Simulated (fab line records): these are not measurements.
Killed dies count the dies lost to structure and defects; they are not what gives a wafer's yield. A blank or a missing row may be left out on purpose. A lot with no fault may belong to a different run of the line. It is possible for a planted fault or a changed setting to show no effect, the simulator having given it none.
A single fault, viewed from 2 desks -- flow n5-finfet -- numbers are kept per desk, each desk with only its own; the story behind them comes last

== AT THE TOOL OWNER'S DESK: ald-sin-04 ==
The tool's own readings at N5_SDB_ALD_29 (deposits SiNx, target thk 30 nm, pulse time 1 s, ald cycles 600): means of the sampled wafers that have a number, for each lot that ran on this tool. The brackets show how far a lot's mean lies from the usual mean; more than 4 standard deviations puts the lot out of limits, marked OUT.
Columns: A = heater-power-w at N5_SDB_ALD_29, usual 822 W; B = precursor-pulse-height-rel at N5_SDB_ALD_29, usual 1.003
lot,first seen here,A,B
L757,day 3 18:02,822,1.007
L770,day 7 01:17,806,0.989
L776,day 8 15:22,792,0.998
L777,day 8 20:02,821,0.986
L778,day 9 02:05,810,1.012
This desk found nothing out of limits on any of the 5 lots.

== METROLOGY DESK ==
Lot by lot, what the gauges showed, no matter which tool ran the lot: averages of those sampled wafers that carry a number. The brackets show how far a lot's mean lies from the usual mean; more than 4 standard deviations puts the lot out of limits, marked OUT. Of its 10 readings 7 are shown: those that lie furthest out on some lot.
Columns: A = DIBL_N at N5_BEOL_M4_RC_MEAS_101, usual 36.0 mV/V; B = DIBL_P at N5_BEOL_M4_RC_MEAS_101, usual 36.1 mV/V; C = IOFF_N at N5_BEOL_M4_RC_MEAS_101, usual 0.160 nA/um; D = IOFF_P at N5_BEOL_M4_RC_MEAS_101, usual 0.21 nA/um; E = ION_P at N5_BEOL_M4_RC_MEAS_101, usual 464 uA/um; F = SS_P at N5_BEOL_M4_RC_MEAS_101, usual 73.3 mV/dec; G = VT_P at N5_BEOL_M4_RC_MEAS_101, usual -249 mV
lot,first seen here,A,B,C,D,E,F,G
L757,day 7 19:55,34.9,33.0,0.118,0.16,451,73.0,-254
L770,day 10 22:18,35.6,35.3,0.169,0.23,465,73.1,-247
L778,day 13 06:27,32.3,33.5,0.117,0.19,455,72.7,-251
L776,day 13 10:06,34.2,32.1,0.122,0.15,456,71.8,-254
L777,day 13 13:25,36.4,35.8,0.157,0.21,468,73.0,-247
This desk found nothing out of limits on any of the 5 lots.

== TAKEN TOGETHER ==
The desk of the tool owner found nothing out of limits.
Metrology desk: nothing out of limits seen.

== WHAT THE SIMULATOR HAD INSERTED ==
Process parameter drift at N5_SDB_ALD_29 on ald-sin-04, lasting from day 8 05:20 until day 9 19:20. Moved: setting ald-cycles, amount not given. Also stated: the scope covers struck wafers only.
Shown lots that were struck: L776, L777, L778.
